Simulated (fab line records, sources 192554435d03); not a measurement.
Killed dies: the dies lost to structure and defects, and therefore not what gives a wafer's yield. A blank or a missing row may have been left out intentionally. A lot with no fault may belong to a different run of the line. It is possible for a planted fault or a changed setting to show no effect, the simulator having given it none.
Matching of chambers    flow n5_finfet    3 sister chambers for N5_BEOL_M11_CURE_71 on uv_cure-02
The step cures SiCOH lowk, time 240 s. 3 wafers are shown with their chamber, then 7 later ones without.

## WAFERS, EACH WITH ITS CHAMBER
wafer   chamber  wafer_temp_C_max
L179.6  2        386.9
L189.6  1        387.2
L195.5  0        387.0

## WAFERS WITHOUT THEIR CHAMBER
wafer   wafer_temp_C_max
L195.6  387.4
L194.1  386.0
L194.3  386.6
L194.5  387.3
L196.2  387.4
L196.4  387.4
L196.5  386.8

## CHAMBER TAKEN BY EACH
wafer   from the rows above           in truth
L195.6  can't be placed: 1 or 0 or 2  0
L194.1  can't be placed: 2 or 0 or 1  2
L194.3  can't be placed: 2 or 0 or 1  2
L194.5  can't be placed: 1 or 0 or 2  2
L196.2  can't be placed: 1 or 0 or 2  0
L196.4  can't be placed: 1 or 0 or 2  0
L196.5  can't be placed: 2 or 0 or 1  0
Placed correctly: 0 of 7. Cannot be placed on the basis of these rows: 7; the candidates contain the true chamber in 7. 0 placed wrongly.
How it was worked out, from the rows above alone: a wafer's distance from a chamber is the root of the sum, over the readings, of the square of ((its reading less the chamber's mean) divided by the reading's scatter). If the next closest chamber is less than 2 further off than the closest, the wafer can't be placed; otherwise it belongs to the closest. The mean given for a chamber averages the wafers shown for that chamber. The scatter: root of mean squared gap, hidden wafer to nearest shown wafer, with one shown wafer a chamber.
